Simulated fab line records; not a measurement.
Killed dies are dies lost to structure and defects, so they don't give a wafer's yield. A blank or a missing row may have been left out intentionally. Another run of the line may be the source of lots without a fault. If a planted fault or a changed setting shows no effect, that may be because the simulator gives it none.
Code-filled problem report in 8D (eight disciplines) form :: flow n5-finfet :: the parts of the form that need people (team, actions taken, sign-off) are left out

1. THE ISSUE
Mean of spin-speed-rpm at N5_BEOL_M2_COAT_76: 1537.9 rpm across 6 wafers in 2 lots; on wafers with no fault it is 1499.9 rpm (standard deviation 1.1). Relative to the usual mean, that is a shift of +35 standard deviations.
The step: time 60 s, resist thk 5 nm.
First observed at day 10 23:59: wafer L139.1, on litho-track-04. Wafers with a number at this step in the record: 12, from 4 lots. By rule, "out" or "out of limits" means more than 4 standard deviations away from the usual mean. The other wafers with a number count as sound.

2. WHAT IT IS; WHAT IT IS NOT
question: which readings at this step
is: spin-speed-rpm
is not: -

question: which lots
is: L139, L143
is not: L122, L131

question: which wafers of those lots
is: all that have a number
is not: -

question: read on which tools
is: litho-track-04
is not: litho-track-03

question: when
is: from day 10 23:59
is not: up to then (6 sound wafers)

3. WHAT RULES OUT EACH SUSPECT
Counting: a tool at any process step up to the reading remains a suspect when it ran all the lots that are out and ran no sound lot after the first of those.
- litho-track-04 at N5_BEOL_M2_COAT_76 (time 60 s, resist thk 5 nm): kept. It processed each lot that is out, first L139 at day 10 23:59, and no sound lot thereafter; up to then, the last sound lot it processed was L131 at day 8 18:23. Its own spin-speed-rpm readings are out on those wafers.
After counting, what remains is litho-track-04 at N5_BEOL_M2_COAT_76.

4. THE CAUSE (what the simulator had put in)
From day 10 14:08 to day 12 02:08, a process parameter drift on litho-track-04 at N5_BEOL_M2_COAT_76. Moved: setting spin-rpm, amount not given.
Counting left only this tool.

5. SEQUENCE OF EFFECTS, ordered by route
One row per reading whose mean, taken over the struck wafers that have a number, lies over 3 standard deviations from the usual. Scope: only readings with a usual standard deviation given in the record; hours: median across lots of the time from each lot's start at the first step in this table that gives one to its start at this step; sigmas: change in usual standard deviations.
hours: 0
step: N5_BEOL_M2_COAT_76
reading: spin-speed-rpm
usual: 1499.9 rpm
on struck wafers: 1537.9
change: +38.0
sigmas: +35
It contains these process steps:
- N5_BEOL_M2_COAT_76: time 60 s, resist thk 5 nm.
Later steps that measure or inspect, where all struck wafers having a row at the step show a number for every such reading and not one has moved that far: N5_BEOL_M4_RC_MEAS_101.

6. WHAT WOULD HAVE CAUGHT IT SOONER
In this record the first reading out of limits was taken at day 10 23:59, 10 hours after the fault began at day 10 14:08.
